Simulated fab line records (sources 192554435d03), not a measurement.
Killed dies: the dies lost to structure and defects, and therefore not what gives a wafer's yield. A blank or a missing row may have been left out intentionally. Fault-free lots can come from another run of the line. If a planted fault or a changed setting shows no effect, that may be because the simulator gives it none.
fab line records	flow n5-finfet
record lots=24	wafers=72	last-day=17
route steps=1938 shown BEOL_M1@799 BEOL_M2@843
lots with no fault: from the same line, run without faults
start-h: hours from the record's first day to the start of the lot's first wafer shown	wait-h: how many hours have passed since the lot's step before this one	" identical to the entry in the row above	L1.1+2: a single row standing in for several wafers	- no value, or no start was given	* or withheld: withheld	< > ~ a bound
route shown NAME@n: names a module that has steps shown in the file, with the first one's number in the route	usual: mean/standard deviation taken from wafers without a fault	same: alike in all rows	chamber/n: place in a boat	sites: readings site by site	_std_site: the values' standard deviation	_edge_site: outer sites' mean less inner sites'	radius-mm: for every site, how far away it sits from the centre of the wafer	mask NAME#n: copy n	behind: the last tool/chamber to shape the wafer	hold: the reason the lot was held/the length of the hold in hours/how it ended	device: names the non-switching transistor (n, p or np)	end of line: at the end of the route, the tests of the same wafers	step lacking rows: just its recipe	killed: dies that structure and defects cost at the first sort, which is not the same as the wafer's yield	map: dies across one wafer; x = killed, . = not, _ = none there
set.NAME: the setting as run; set.NAME@STEP: as run at that earlier step	model.NAME: the simulator's own value behind a step, which no gauge read
one table for each step of the route and one row for each wafer, over a sample of lots
services: the hour from which a tool's chamber was out of use, counted from the record's first day as start-h (under 0 if before that day), plus the number of hours and why
## steps
# step N5_BEOL_M1_STRIP_36
# recipe chemistry=N2/H2	power-w=450	temp-c=40	pressure-mtorr=20	rf-frequency-hz=6e+07	overash-fraction=0.3	bias-power-w=7	h2-frac=0.5	n2-flow-sccm=200	h2-flow-sccm=200
# usual drypump-motor-current-A=5.5/0.35	h2-flow-sccm=200.1/0.61	oes-product-au=0.76/0.09	power-w=450.2/1.3	rf-vpp-V=59.2/1.6	showerhead-plenum-p-Torr=2.55/0.073	throttle-valve-pct=23.7/0.35
lot.wafer	tool	chamber	start-h	wait-h	drypump-motor-current-A	h2-flow-sccm	oes-product-au	power-w	rf-hours-counter-h	rf-vpp-V	showerhead-plenum-p-Torr	throttle-valve-pct
L075.3	rie-diel-01	3	132.42	0.0	5.2	200.1	0.68	447.0	211	59.7	2.51	23.7
L075.4	"	1	"	"	5.5	200.2	0.76	448.6	144	61.7	2.64	23.6
L075.6	"	0	"	"	5.3	200.3	0.93	448.0	-	61.1	2.57	23.6
L074.1	rie-diel-01	2	135.45	0.0	5.9	200.5	0.71	450.3	198	59.1	2.52	24.1
L074.2	"	1	"	"	5.5	200.9	0.75	449.7	145	58.7	2.64	23.6
L074.4	"	0	"	"	5.3	200.9	0.92	449.8	21	60.3	2.57	23.6
L076.2	rie-diel-06	1	140.94	0.0	5.9	199.4	0.70	450.0	204	60.8	2.63	24.1
L076.3	"	0	"	"	5.3	200.6	0.76	449.4	147	61.3	2.66	23.9
L076.5	"	1	"	"	6.0	199.7	0.70	448.0	-	59.4	2.63	24.1
L077.4	rie-diel-01	2	146.06	0.0	5.9	200.5	0.73	450.1	201	60.5	2.52	24.1
L077.5	"	2	"	"	5.8	201.0	0.72	451.4	-	59.1	2.52	24.1
L077.6	"	1	"	"	5.5	201.0	0.75	447.7	-	59.7	2.64	23.6
L079.2	rie-diel-01	2	157.65	0.0	5.9	199.7	0.72	451.5	205	60.6	2.51	24.1
L079.3	"	0	"	"	5.3	199.4	0.89	450.8	28	60.2	2.57	23.6
L079.6	"	3	"	"	5.2	200.2	0.69	450.5	-	59.3	2.51	23.7
L078.1	rie-diel-01	3	161.11	0.0	5.2	200.2	0.69	448.2	219	60.0	2.51	23.7
L078.2	"	0	"	"	5.3	199.9	0.91	451.3	29	58.8	2.57	23.6
L078.6	"	3	"	"	5.2	199.5	0.68	447.8	-	60.9	2.51	23.7
L080.2	rie-diel-02	3	162.37	0.0	5.8	199.3	0.71	451.2	225	57.4	2.51	24.0
L080.3	"	2	"	"	5.6	199.8	0.69	452.0	241	56.7	2.58	23.3
L080.6	"	3	"	"	5.8	199.8	0.70	449.9	-	60.6	2.50	24.0
L081.2	rie-diel-06	0	173.18	0.0	5.3	200.9	0.76	451.6	157	55.7	2.65	23.9
L081.5	"	1	"	"	6.0	200.7	0.71	449.1	-	60.7	2.63	24.1
L081.6	"	0	"	"	5.3	201.4	0.76	450.9	-	56.9	2.66	23.9
L082.1	rie-diel-02	1	178.22	0.0	5.9	200.9	0.70	450.8	212	57.2	2.50	23.4
L082.3	"	2	"	"	5.6	200.3	0.71	450.1	245	59.8	2.57	23.2
L082.4	"	3	"	"	5.8	200.2	0.70	449.8	229	61.3	2.50	24.0
L083.1	rie-diel-06	3	184.06	0.0	4.9	200.8	0.71	449.7	222	59.3	2.38	23.7
L083.2	"	2	"	"	5.0	199.9	0.87	450.8	61	56.4	2.57	23.4
L083.4	"	0	"	"	5.3	200.0	0.76	449.9	159	59.9	2.65	23.9
L084.2	rie-diel-06	1	196.60	0.0	6.0	200.1	0.70	450.3	219	61.7	2.63	24.1
L084.3	"	0	"	"	5.4	199.9	0.74	450.1	163	59.6	2.65	23.9
L084.6	"	2	"	"	5.0	200.6	0.85	449.9	-	59.3	2.57	23.4
L087.3	rie-diel-02	1	211.09	0.0	5.9	201.1	0.70	450.8	220	58.3	2.50	23.4
L087.5	"	0	"	"	5.9	199.5	0.87	448.0	-	59.8	2.55	23.0
L087.6	"	1	"	"	5.9	199.6	0.70	452.5	-	59.7	2.50	23.4
L085.1	rie-diel-02	0	217.46	0.0	5.8	199.3	0.86	450.0	52	61.7	2.55	23.0
L085.3	"	2	"	"	5.7	199.6	0.99	452.4	1	61.8	2.57	23.0
L085.4	"	3	"	"	5.8	199.3	0.68	452.0	242	60.6	2.50	24.0
L086.2	rie-diel-06	1	218.82	0.0	6.0	199.8	0.69	449.1	225	57.7	2.62	24.1
L086.4	"	0	"	"	5.3	201.0	0.75	453.0	168	61.5	2.65	23.9
L086.6	"	3	"	"	4.9	199.5	0.69	448.3	-	60.0	2.38	23.8
L088.1	rie-diel-02	1	230.83	0.0	5.9	200.3	0.70	450.3	226	59.3	2.50	23.4
L088.5	"	0	"	"	5.9	200.1	0.87	449.2	-	56.7	2.55	23.0
L088.6	"	1	"	"	5.9	201.0	0.71	449.5	-	56.6	2.50	23.4
L089.3	rie-diel-06	3	230.92	0.0	4.9	199.9	0.69	450.2	235	59.2	2.38	23.8
L089.4	"	1	"	"	6.0	199.3	0.70	450.6	229	59.4	2.62	24.1
L089.6	"	3	"	"	4.9	199.2	0.69	449.5	-	58.7	2.38	23.7
L091.1	rie-diel-01	3	231.11	0.0	5.2	200.4	0.67	451.2	241	58.4	2.50	23.8
L091.2	"	2	"	"	5.8	200.3	0.71	450.7	224	58.2	2.51	24.1
L091.6	"	3	"	"	5.2	199.4	0.67	451.6	-	56.6	2.50	23.8
L090.2	rie-diel-02	0	233.85	0.0	5.8	199.6	0.84	450.4	59	58.7	2.55	23.0
L090.4	"	2	"	"	5.6	199.3	0.95	449.4	7	58.7	2.57	22.9
L090.5	"	3	"	"	5.8	198.7	0.69	452.3	-	59.2	2.49	24.0
L092.1	rie-diel-06	3	238.85	0.0	4.9	199.9	0.69	450.0	238	58.1	2.38	23.7
L092.4	"	2	"	"	5.1	202.0	0.85	453.4	78	60.7	2.56	23.4
L092.6	"	2	"	"	5.1	201.3	0.83	452.3	-	58.2	2.56	23.4
L093.1	rie-diel-06	0	241.82	0.0	5.3	200.9	0.74	452.1	175	61.7	2.65	23.9
L093.3	"	1	"	"	5.9	200.3	0.69	449.9	233	60.3	2.62	24.1
L093.4	"	2	"	"	5.1	201.1	0.85	449.2	79	60.9	2.56	23.4
L094.2	rie-diel-06	2	246.13	0.0	5.1	200.6	0.85	450.3	80	60.7	2.56	23.4
L094.3	"	3	"	"	4.9	199.6	0.68	451.7	240	58.9	2.38	23.8
L094.5	"	1	"	"	6.0	199.6	0.69	448.3	-	59.7	2.62	24.1
L095.4	rie-diel-01	3	251.37	0.0	5.2	200.5	0.66	448.7	-	55.8	2.50	23.8
L095.5	"	2	"	"	5.9	200.1	0.71	449.3	-	59.9	2.50	24.2
L095.6	"	1	"	"	5.5	200.2	0.72	449.9	-	57.7	2.62	23.6
L096.4	rie-diel-02	0	260.60	0.0	5.9	200.0	0.82	450.7	68	60.2	2.55	23.0
L096.5	"	0	"	"	5.9	199.9	0.82	451.9	-	60.2	2.55	23.0
L096.6	"	3	"	"	5.8	199.5	0.99	450.3	-	56.5	2.49	23.7
L097.1	rie-diel-01	3	272.00	0.0	5.2	200.0	0.65	449.0	256	59.8	2.49	23.7
L097.4	"	2	"	"	5.9	200.1	0.70	451.1	-	59.8	2.50	24.2
L097.5	"	1	"	"	5.5	199.7	0.72	451.8	-	60.6	2.62	23.6
# step N5_BEOL_M1_STRIP_97
# recipe chemistry=N2/H2	time-s=10	power-w=450	temp-c=40	pressure-mtorr=20	rf-frequency-hz=6e+07	bias-power-w=7	n2-flow-sccm=200	h2-flow-sccm=200
# usual drypump-motor-current-A=5.5/0.35	h2-flow-sccm=200.0/0.62	oes-product-au=0.76/0.091	rf-vpp-V=59.2/0.88	showerhead-plenum-p-Torr=2.55/0.073	throttle-valve-pct=23.7/0.35
# same time-s=10
lot.wafer	tool	chamber	start-h	wait-h	drypump-motor-current-A	h2-flow-sccm	oes-product-au	rf-hours-counter-h	rf-vpp-V	showerhead-plenum-p-Torr	throttle-valve-pct
L075.3	rie-diel-01	3	-	-	5.2	200.1	0.70	211	59.6	2.51	23.7
L075.4	"	1	"	"	5.5	199.7	0.75	144	58.2	2.64	23.6
L075.6	"	0	"	"	5.3	199.9	0.92	-	60.1	2.57	23.6
L074.1	rie-diel-01	2	-	-	5.9	200.4	0.73	198	60.5	2.52	24.1
L074.2	"	1	"	"	5.5	200.4	0.75	146	60.0	2.64	23.6
L074.4	"	0	"	"	5.3	201.0	0.93	21	59.4	2.57	23.6
L076.2	rie-diel-06	1	-	-	6.0	200.8	0.71	204	61.1	2.63	24.1
L076.3	"	0	"	"	5.3	200.3	0.74	147	60.9	2.66	23.9
L076.5	"	1	"	"	6.0	200.9	0.70	-	59.4	2.63	24.1
L077.4	rie-diel-01	2	-	-	5.9	199.7	0.74	201	60.1	2.52	24.1
L077.5	"	2	"	"	5.9	199.7	0.73	-	59.0	2.52	24.1
L077.6	"	1	"	"	5.5	199.9	0.76	-	58.9	2.64	23.6
L079.2	rie-diel-01	2	-	-	5.9	199.3	0.73	205	57.6	2.51	24.1
L079.3	"	0	"	"	5.3	199.9	0.91	28	60.0	2.57	23.6
L079.6	"	3	"	"	5.2	199.7	0.68	-	59.8	2.51	23.7
L078.1	rie-diel-01	3	-	-	5.2	199.0	0.69	219	60.0	2.51	23.7
L078.2	"	0	"	"	5.3	199.7	0.90	29	60.3	2.57	23.6
L078.6	"	3	"	"	5.2	199.2	0.68	-	59.4	2.51	23.7
L080.2	rie-diel-02	3	-	-	5.7	201.5	0.71	225	57.7	2.50	24.0
L080.3	"	2	"	"	5.6	199.1	0.70	242	59.9	2.58	23.2
L080.6	"	3	"	"	5.7	201.3	0.71	-	60.6	2.51	24.0
L081.2	rie-diel-06	0	-	-	5.3	199.7	0.75	157	59.5	2.65	23.9
L081.5	"	1	"	"	6.0	200.2	0.71	-	60.6	2.63	24.1
L081.6	"	0	"	"	5.3	199.9	0.76	-	58.9	2.66	23.9
L082.1	rie-diel-02	1	-	-	5.9	198.8	0.70	212	58.4	2.50	23.4
L082.3	"	2	"	"	5.7	198.6	0.71	245	59.2	2.57	23.2
L082.4	"	3	"	"	5.7	199.1	0.70	229	60.6	2.50	24.0
L083.1	rie-diel-06	3	-	-	4.9	199.1	0.70	222	58.2	2.38	23.7
L083.2	"	2	"	"	5.0	199.3	0.87	61	59.3	2.57	23.4
L083.4	"	0	"	"	5.3	199.2	0.76	159	58.8	2.65	23.9
L084.2	rie-diel-06	1	-	-	5.9	200.0	0.70	219	60.0	2.63	24.1
L084.3	"	0	"	"	5.3	199.4	0.76	163	58.4	2.65	23.9
L084.6	"	2	"	"	5.0	199.5	0.87	-	58.0	2.57	23.4
L087.3	rie-diel-02	1	-	-	5.9	199.8	0.70	220	58.0	2.50	23.4
L087.5	"	0	"	"	5.8	199.3	0.86	-	58.4	2.55	23.0
L087.6	"	1	"	"	5.9	200.1	0.71	-	59.5	2.50	23.4
L085.1	rie-diel-02	0	-	-	5.8	199.9	0.86	52	59.1	2.55	23.0
L085.3	"	2	"	"	5.6	199.5	1.00	1	58.4	2.57	23.0
L085.4	"	3	"	"	5.7	198.7	0.70	242	59.0	2.50	24.0
L086.2	rie-diel-06	1	-	-	5.9	200.2	0.69	225	58.9	2.62	24.1
L086.4	"	0	"	"	5.4	200.7	0.74	169	61.4	2.65	23.9
L086.6	"	3	"	"	4.9	200.6	0.69	-	59.3	2.38	23.8
L088.1	rie-diel-02	1	-	-	5.9	199.6	0.69	226	58.8	2.50	23.4
L088.5	"	0	"	"	5.8	200.0	0.84	-	59.4	2.55	23.0
L088.6	"	1	"	"	5.9	199.7	0.70	-	58.7	2.50	23.4
L089.3	rie-diel-06	3	-	-	4.9	199.8	0.69	235	57.6	2.38	23.8
L089.4	"	1	"	"	6.0	200.2	0.70	229	59.2	2.62	24.1
L089.6	"	3	"	"	4.9	200.1	0.69	-	57.7	2.38	23.8
L091.1	rie-diel-01	3	-	-	5.2	200.2	0.68	241	59.8	2.50	23.8
L091.2	"	2	"	"	5.9	200.3	0.72	224	59.0	2.51	24.1
L091.6	"	3	"	"	5.2	200.9	0.69	-	59.0	2.50	23.8
L090.2	rie-diel-02	0	-	-	5.8	199.6	0.85	59	60.2	2.55	23.0
L090.4	"	2	"	"	5.6	199.6	0.97	7	59.0	2.57	23.0
L090.5	"	3	"	"	5.7	200.1	0.68	-	59.1	2.49	24.0
L092.1	rie-diel-06	3	-	-	4.9	200.5	0.69	238	57.5	2.38	23.8
L092.4	"	2	"	"	5.0	200.0	0.84	78	60.6	2.56	23.4
L092.6	"	2	"	"	5.0	200.6	0.85	-	59.0	2.56	23.4
L093.1	rie-diel-06	0	-	-	5.3	200.1	0.74	175	59.1	2.65	23.9
L093.3	"	1	"	"	6.0	200.8	0.69	233	58.1	2.62	24.1
L093.4	"	2	"	"	5.0	200.2	0.84	79	57.4	2.56	23.4
L094.2	rie-diel-06	2	-	-	5.0	199.9	0.84	80	58.6	2.56	23.4
L094.3	"	3	"	"	4.9	199.6	0.69	240	57.9	2.38	23.8
L094.5	"	1	"	"	6.0	199.8	0.69	-	59.2	2.62	24.1
L095.4	rie-diel-01	3	-	-	5.2	201.0	0.67	-	59.3	2.50	23.8
L095.5	"	2	"	"	5.9	200.6	0.70	-	58.6	2.50	24.2
L095.6	"	1	"	"	5.5	200.9	0.72	-	59.3	2.62	23.7
L096.4	rie-diel-02	0	-	-	5.8	201.0	0.84	68	59.1	2.55	23.0
L096.5	"	0	"	"	5.8	200.1	0.83	-	58.6	2.55	23.0
L096.6	"	3	"	"	5.8	199.2	0.99	-	58.9	2.49	23.8
L097.1	rie-diel-01	3	-	-	5.2	199.6	0.66	256	58.9	2.49	23.8
L097.4	"	2	"	"	5.9	198.9	0.70	-	58.1	2.50	24.1
L097.5	"	1	"	"	5.5	199.5	0.71	-	60.3	2.62	23.7
# step N5_BEOL_M1_SURFACE_TREAT_85
# recipe gas=Ar	time-s=*	ion-energy-ev=*	ion-current-ma-cm2=0.5	pressure-mtorr=*	ar-flow-sccm=30
# usual throttle-valve-pct=*
# same time-s=*
lot.wafer	tool	chamber	start-h	wait-h	throttle-valve-pct
L075.3	pvd-sputter-02	-	133.34	0.3	*
L075.4	"	-	"	"	*
L075.6	"	-	"	"	*
L074.1	pvd-sputter-03	-	136.61	0.1	*
L074.2	"	-	"	"	*
L074.4	"	-	"	"	*
L076.2	pvd-sputter-03	-	142.20	0.1	*
L076.3	"	-	"	"	*
L076.5	"	-	"	"	*
L077.4	pvd-sputter-01	-	147.42	0.3	*
L077.5	"	-	"	"	*
L077.6	"	-	"	"	*
L079.2	pvd-sputter-02	-	158.71	0.1	*
L079.3	"	-	"	"	*
L079.6	"	-	"	"	*
L078.1	pvd-sputter-01	-	162.48	0.2	*
L078.2	"	-	"	"	*
L078.6	"	-	"	"	*
L080.2	pvd-sputter-02	-	163.61	0.3	*
L080.3	"	-	"	"	*
L080.6	"	-	"	"	*
L081.2	pvd-sputter-01	-	174.20	0.2	*
L081.5	"	-	"	"	*
L081.6	"	-	"	"	*
L082.1	pvd-sputter-01	-	179.22	0.2	*
L082.3	"	-	"	"	*
L082.4	"	-	"	"	*
L083.1	pvd-sputter-01	-	184.78	0.1	*
L083.2	"	-	"	"	*
L083.4	"	-	"	"	*
L084.2	pvd-sputter-02	-	197.96	0.1	*
L084.3	"	-	"	"	*
L084.6	"	-	"	"	*
L087.3	pvd-sputter-03	-	212.86	0.2	*
L087.5	"	-	"	"	*
L087.6	"	-	"	"	*
L085.1	pvd-sputter-01	-	218.18	0.1	*
L085.3	"	-	"	"	*
L085.4	"	-	"	"	*
L086.2	pvd-sputter-03	-	220.20	0.5	*
L086.4	"	-	"	"	*
L086.6	"	-	"	"	*
L088.1	pvd-sputter-03	-	231.55	0.1	*
L088.5	"	-	"	"	*
L088.6	"	-	"	"	*
L089.3	pvd-sputter-01	-	231.65	0.1	*
L089.4	"	-	"	"	*
L089.6	"	-	"	"	*
L091.1	pvd-sputter-01	-	231.86	0.1	*
L091.2	"	-	"	"	*
L091.6	"	-	"	"	*
L090.2	pvd-sputter-03	-	234.87	0.2	*
L090.4	"	-	"	"	*
L090.5	"	-	"	"	*
L092.1	pvd-sputter-01	-	239.84	0.1	*
L092.4	"	-	"	"	*
L092.6	"	-	"	"	*
L093.1	pvd-sputter-02	-	243.01	0.1	*
L093.3	"	-	"	"	*
L093.4	"	-	"	"	*
L094.2	pvd-sputter-03	-	247.98	0.2	*
L094.3	"	-	"	"	*
L094.5	"	-	"	"	*
L095.4	pvd-sputter-02	-	252.55	0.4	*
L095.5	"	-	"	"	*
L095.6	"	-	"	"	*
L096.4	pvd-sputter-03	-	261.87	0.3	*
L096.5	"	-	"	"	*
L096.6	"	-	"	"	*
L097.1	pvd-sputter-01	-	273.07	0.2	*
L097.4	"	-	"	"	*
L097.5	"	-	"	"	*
# step N5_BEOL_M1_SPUTTER_79
# recipe material=Cu	target-thk-a=45	temp-c=-20	chamber-pressure-pa=0.07	power-w=withheld	time-s=8.29
# usual throttle-valve-pct=30.0/0.92
# same time-s=8.29
lot.wafer	tool	chamber	start-h	wait-h	throttle-valve-pct
L075.3	pvd-sputter-02	-	133.78	0.1	29.3
L075.4	"	-	"	"	30.2
L075.6	"	-	"	"	30.1
L074.1	pvd-sputter-02	-	137.08	0.1	29.3
L074.2	"	-	"	"	29.5
L074.4	"	-	"	"	30.1
L076.2	pvd-sputter-03	-	142.70	0.1	31.7
L076.3	"	-	"	"	30.2
L076.5	"	-	"	"	31.8
L077.4	pvd-sputter-01	-	148.16	0.1	30.2
L077.5	"	-	"	"	28.3
L077.6	"	-	"	"	29.9
L079.2	pvd-sputter-03	-	159.21	0.1	30.1
L079.3	"	-	"	"	29.1
L079.6	"	-	"	"	29.9
L078.1	pvd-sputter-03	-	163.01	0.1	30.0
L078.2	"	-	"	"	31.6
L078.6	"	-	"	"	30.1
L080.2	pvd-sputter-03	-	164.85	0.1	30.0
L080.3	"	-	"	"	29.1
L080.6	"	-	"	"	30.0
L081.2	pvd-sputter-01	-	174.70	0.1	30.0
L081.5	"	-	"	"	30.3
L081.6	"	-	"	"	29.2
L082.1	pvd-sputter-02	-	179.66	0.1	29.3
L082.3	"	-	"	"	30.0
L082.4	"	-	"	"	31.1
L083.1	pvd-sputter-03	-	185.27	0.1	31.6
L083.2	"	-	"	"	29.1
L083.4	"	-	"	"	30.1
L084.2	pvd-sputter-03	-	198.40	0.1	29.3
L084.3	"	-	"	"	31.7
L084.6	"	-	"	"	29.4
L087.3	pvd-sputter-03	-	213.46	0.1	29.9
L087.5	"	-	"	"	30.3
L087.6	"	-	"	"	31.5
L085.1	pvd-sputter-02	-	218.62	0.1	29.3
L085.3	"	-	"	"	29.2
L085.4	"	-	"	"	30.9
L086.2	pvd-sputter-03	-	220.78	0.1	29.2
L086.4	"	-	"	"	29.8
L086.6	"	-	"	"	29.8
L088.1	pvd-sputter-03	-	231.99	0.1	29.1
L088.5	"	-	"	"	31.6
L088.6	"	-	"	"	29.2
L089.3	pvd-sputter-01	-	232.12	0.1	28.0
L089.4	"	-	"	"	29.4
L089.6	"	-	"	"	28.1
L091.1	pvd-sputter-02	-	232.39	0.1	31.1
L091.2	"	-	"	"	30.1
L091.6	"	-	"	"	29.5
L090.2	pvd-sputter-02	-	235.59	0.1	30.1
L090.4	"	-	"	"	29.6
L090.5	"	-	"	"	29.2
L092.1	pvd-sputter-03	-	240.46	0.1	30.0
L092.4	"	-	"	"	30.4
L092.6	"	-	"	"	30.4
L093.1	pvd-sputter-02	-	243.55	0.1	30.8
L093.3	"	-	"	"	29.4
L093.4	"	-	"	"	30.0
L094.2	pvd-sputter-03	-	248.66	0.1	29.5
L094.3	"	-	"	"	31.5
L094.5	"	-	"	"	30.1
L095.4	pvd-sputter-01	-	254.50	0.1	28.2
L095.5	"	-	"	"	29.7
L095.6	"	-	"	"	28.2
L096.4	pvd-sputter-02	-	262.47	0.1	30.4
L096.5	"	-	"	"	30.1
L096.6	"	-	"	"	31.2
L097.1	pvd-sputter-01	-	273.63	0.1	29.1
L097.4	"	-	"	"	30.2
L097.5	"	-	"	"	30.2
# step N5_BEOL_M2_PECVD_72
# recipe material=SiO2	target-thk-a=160	temp-c=400	precursor=TEOS/O2	pressure-torr=5.5	rf-w=450	teos-flow-sccm=53.8	gas=O2	flow-sccm=3000	time-s=18
# usual heater-power-w=777/93	showerhead-plenum-p-Torr=8.79/0.055	throttle-valve-pct=23.1/0.98
# same time-s=18
lot.wafer	tool	chamber	start-h	wait-h	heater-power-w	showerhead-plenum-p-Torr	throttle-valve-pct
L075.3	pecvd-04	1	136.59	0.0	646	8.81	22.8
L075.4	"	2	"	"	810	8.93	24.1
L075.6	"	0	"	"	776	8.78	23.9
L074.1	pecvd-02	2	139.93	0.0	835	8.71	21.7
L074.2	"	1	"	"	624	8.81	23.5
L074.4	"	2	"	"	833	8.72	21.9
L076.2	pecvd-02	0	146.65	0.0	906	8.82	24.2
L076.3	"	1	"	"	669	8.80	23.5
L076.5	"	1	"	"	672	8.80	23.5
L077.4	pecvd-02	0	150.93	0.1	875	8.81	23.8
L077.5	"	2	"	"	747	8.69	21.8
L077.6	"	1	"	"	691	8.80	23.6
L079.2	pecvd-02	2	161.97	0.0	792	8.72	21.9
L079.3	"	1	"	"	710	8.79	23.7
L079.6	"	2	"	"	799	8.69	21.8
L078.1	pecvd-02	0	165.77	0.0	1011	8.81	23.9
L078.2	"	1	"	"	616	8.78	23.6
L078.6	"	2	"	"	806	8.74	21.9
L080.2	pecvd-01	2	167.77	0.0	750	8.84	21.5
L080.3	"	0	"	"	711	8.81	23.2
L080.6	"	1	"	"	683	8.83	24.4
L081.2	pecvd-02	0	177.47	0.0	890	8.84	23.8
L081.5	"	1	"	"	632	8.77	23.7
L081.6	"	0	"	"	878	8.81	23.9
L082.1	pecvd-01	0	182.53	0.0	790	8.79	23.3
L082.3	"	1	"	"	704	8.83	24.4
L082.4	"	0	"	"	807	8.82	23.6
L083.1	pecvd-02	0	188.02	0.0	913	8.82	23.9
L083.2	"	2	"	"	841	8.68	22.1
L083.4	"	2	"	"	832	8.70	22.1
L084.2	pecvd-04	2	201.77	0.0	778	8.93	24.3
L084.3	"	1	"	"	766	8.78	22.8
L084.6	"	1	"	"	770	8.78	22.6
L087.3	pecvd-04	0	216.24	0.1	781	8.74	24.0
L087.5	"	1	"	"	775	8.80	22.7
L087.6	"	0	"	"	769	8.77	23.9
L085.1	pecvd-04	1	221.39	0.0	736	8.81	22.8
L085.3	"	1	"	"	732	8.79	22.8
L085.4	"	0	"	"	828	8.76	24.1
L086.2	pecvd-02	0	223.56	0.0	959	8.81	23.5
L086.4	"	0	"	"	963	8.83	23.8
L086.6	"	2	"	"	844	8.71	22.1
L088.1	pecvd-04	2	234.74	0.0	682	8.90	21.5
L088.5	"	0	"	"	776	8.74	24.0
L088.6	"	2	"	"	678	8.92	21.1
L089.3	pecvd-04	0	234.88	0.0	712	8.75	23.9
L089.4	"	2	"	"	811	8.91	21.2
L089.6	"	0	"	"	711	8.78	24.1
L091.1	pecvd-02	0	235.15	0.0	867	8.80	23.9
L091.2	"	2	"	"	831	8.69	22.1
L091.6	"	1	"	"	677	8.78	23.6
L090.2	pecvd-01	0	238.35	0.0	791	8.82	23.4
L090.4	"	0	"	"	818	8.81	23.2
L090.5	"	2	"	"	653	8.81	21.2
L092.1	pecvd-02	2	243.21	0.0	772	8.70	22.1
L092.4	"	0	"	"	957	8.81	23.9
L092.6	"	2	"	"	795	8.69	21.9
L093.1	pecvd-02	2	246.30	0.0	767	8.71	21.9
L093.3	"	1	"	"	650	8.78	23.6
L093.4	"	2	"	"	770	8.71	22.0
L094.2	pecvd-01	0	251.42	0.0	750	8.80	23.4
L094.3	"	2	"	"	722	8.83	21.6
L094.5	"	0	"	"	759	8.80	23.5
L095.4	pecvd-04	2	257.65	0.1	773	8.89	21.3
L095.5	"	0	"	"	818	8.77	23.7
L095.6	"	2	"	"	810	8.90	21.3
L096.4	pecvd-02	2	265.61	0.1	815	8.71	22.0
L096.5	"	1	"	"	669	8.77	23.4
L096.6	"	0	"	"	1016	8.81	23.9
L097.1	pecvd-01	2	276.97	0.0	723	8.85	21.6
L097.4	"	2	"	"	758	8.82	21.4
L097.5	"	0	"	"	779	8.81	23.2
# step N5_BEOL_M2_HM_DEP_02
# recipe material=TiN	target-thk-a=200	temp-c=25	chamber-pressure-pa=0.49996
# usual throttle-valve-pct=29.7/0.92
lot.wafer	tool	chamber	start-h	wait-h	throttle-valve-pct
L075.3	pvd-sputter-01	-	136.64	0.0	29.2
L075.4	"	-	"	"	28.0
L075.6	"	-	"	"	29.8
L074.1	pvd-sputter-02	-	140.26	0.3	29.5
L074.2	"	-	"	"	31.2
L074.4	"	-	"	"	30.2
L076.2	pvd-sputter-01	-	146.96	0.3	28.7
L076.3	"	-	"	"	27.8
L076.5	"	-	"	"	29.1
L077.4	pvd-sputter-02	-	151.30	0.3	29.3
L077.5	"	-	"	"	30.1
L077.6	"	-	"	"	29.4
L079.2	pvd-sputter-01	-	162.38	0.4	28.2
L079.3	"	-	"	"	29.9
L079.6	"	-	"	"	28.9
L078.1	pvd-sputter-01	-	166.18	0.4	30.1
L078.2	"	-	"	"	28.2
L078.6	"	-	"	"	30.2
L080.2	pvd-sputter-03	-	168.17	0.4	29.8
L080.3	"	-	"	"	31.8
L080.6	"	-	"	"	30.0
L081.2	pvd-sputter-02	-	178.62	1.1	29.1
L081.5	"	-	"	"	29.4
L081.6	"	-	"	"	29.3
L082.1	pvd-sputter-01	-	182.59	0.0	30.2
L082.3	"	-	"	"	29.8
L082.4	"	-	"	"	28.9
L083.1	pvd-sputter-01	-	189.39	1.3	30.1
L083.2	"	-	"	"	29.0
L083.4	"	-	"	"	28.2
L084.2	pvd-sputter-02	-	201.83	0.0	29.7
L084.3	"	-	"	"	31.1
L084.6	"	-	"	"	29.5
L087.3	pvd-sputter-03	-	216.39	0.1	30.4
L087.5	"	-	"	"	30.3
L087.6	"	-	"	"	30.2
L085.1	pvd-sputter-01	-	223.56	2.1	28.0
L085.3	"	-	"	"	30.1
L085.4	"	-	"	"	29.9
L086.2	pvd-sputter-01	-	224.72	1.1	30.1
L086.4	"	-	"	"	30.3
L086.6	"	-	"	"	28.3
L088.1	pvd-sputter-01	-	235.58	0.8	28.4
L088.5	"	-	"	"	30.0
L088.6	"	-	"	"	28.3
L089.3	pvd-sputter-01	-	235.68	0.8	29.3
L089.4	"	-	"	"	30.2
L089.6	"	-	"	"	28.2
L091.1	pvd-sputter-01	-	235.78	0.6	30.2
L091.2	"	-	"	"	29.2
L091.6	"	-	"	"	29.6
L090.2	pvd-sputter-01	-	239.30	0.9	28.2
L090.4	"	-	"	"	30.3
L090.5	"	-	"	"	30.3
L092.1	pvd-sputter-01	-	243.48	0.2	28.4
L092.4	"	-	"	"	30.6
L092.6	"	-	"	"	28.1
L093.1	pvd-sputter-03	-	247.22	0.9	30.4
L093.3	"	-	"	"	29.4
L093.4	"	-	"	"	31.8
L094.2	pvd-sputter-02	-	251.89	0.4	31.1
L094.3	"	-	"	"	30.1
L094.5	"	-	"	"	29.3
L095.4	pvd-sputter-01	-	260.99	3.3	28.9
L095.5	"	-	"	"	30.1
L095.6	"	-	"	"	28.2
L096.4	pvd-sputter-03	-	267.36	1.7	30.1
L096.5	"	-	"	"	30.2
L096.6	"	-	"	"	29.3
L097.1	pvd-sputter-03	-	279.69	2.7	30.3
L097.4	"	-	"	"	29.5
L097.5	"	-	"	"	30.4
## services
tool	chamber	start-h	hours	kind
rie-diel-01	0	114.37	7.6	repair
rie-diel-06	1	127.09	2.5	repair
rie-diel-06	2	139.56	7.7	repair
rie-diel-01	3	142.69	2.2	repair
pvd-sputter-02	-	166.21	1.9	repair
rie-diel-02	1	178.83	7.1	repair
pvd-sputter-03	-	186.93	2.6	repair
rie-diel-02	2	196.07	-	clean
rie-diel-02	2	196.07	-	consumable-replace:focus-ring
pecvd-02	-	199.08	14.6	pm
rie-diel-01	2	220.13	3.2	repair
rie-diel-02	3	236.85	-	clean
rie-diel-02	3	236.85	-	consumable-replace:focus-ring
rie-diel-02	3	236.85	19.3	scheduled-down
rie-diel-02	3	236.85	19.3	vent-cycle
pecvd-01	1	246.46	25.7	repair
rie-diel-02	3	266.56	10.3	repair
rie-diel-06	3	276.06	-	clean
rie-diel-06	3	276.06	-	consumable-replace:focus-ring
rie-diel-06	3	276.06	-	consumable-replace:showerhead
rie-diel-01	3	276.92	-	clean
rie-diel-01	3	276.92	-	consumable-replace:focus-ring
rie-diel-01	3	276.92	17.9	scheduled-down
rie-diel-01	3	276.92	17.9	vent-cycle
## key
fault none
